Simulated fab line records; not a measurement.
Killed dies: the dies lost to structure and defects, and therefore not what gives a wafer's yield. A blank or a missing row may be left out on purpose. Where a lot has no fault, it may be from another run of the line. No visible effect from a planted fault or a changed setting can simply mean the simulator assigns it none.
Matching of chambers	flow n5Finfet	N5_SDB_HM_OPEN_20 on rieDiel-01: 4 sister chambers
The step chemistry CH3F/O2, target SiNx, stops on poly-Si, target depth 24 nm. 8 wafers are shown with their chamber, then 8 later ones without.

## WAFERS, EACH WITH ITS CHAMBER
wafer	chamber	rfVppV (V)	showerheadPlenumPTorr (Torr)
L076.1	0	290	2.03
L085.1	2	307	2.05
L085.4	3	300	2.07
L085.5	1	295	2.03
L086.1	0	290	2.02
L086.4	3	301	2.07
L086.6	1	297	2.03
L087.1	2	307	2.05

## WAFERS MISSING THEIR CHAMBER
wafer	rfVppV (V)	showerheadPlenumPTorr (Torr)
L087.2	291	2.02
L087.3	296	2.03
L092.1	289	2.02
L092.4	308	2.04
L092.5	291	2.02
L094.2	290	2.02
L094.3	301	2.06
L094.6	307	2.04

## WHICH CHAMBER EACH ONE RAN IN
wafer	from the rows above	in truth
L087.2	0	0
L087.3	1	1
L092.1	0	0
L092.4	2	2
L092.5	0	0
L094.2	0	0
L094.3	3	3
L094.6	2	2
Placed correctly: 8 of 8. From these rows, 0 cannot be placed. Wrongly placed: 0.
How it was worked out, from the rows above alone: a wafer's distance from a chamber is the root of the sum, over the readings, of the square of ((its reading less the chamber's mean) divided by the reading's scatter). The wafer belongs to the nearest chamber; if the next one is less than 2 further off, it can't be placed. The mean given for a chamber averages the wafers shown for that chamber. The scatter: the root of (the sum of the squares of (reading less its chamber's mean) over the shown wafers, divided by (wafers less chambers)).
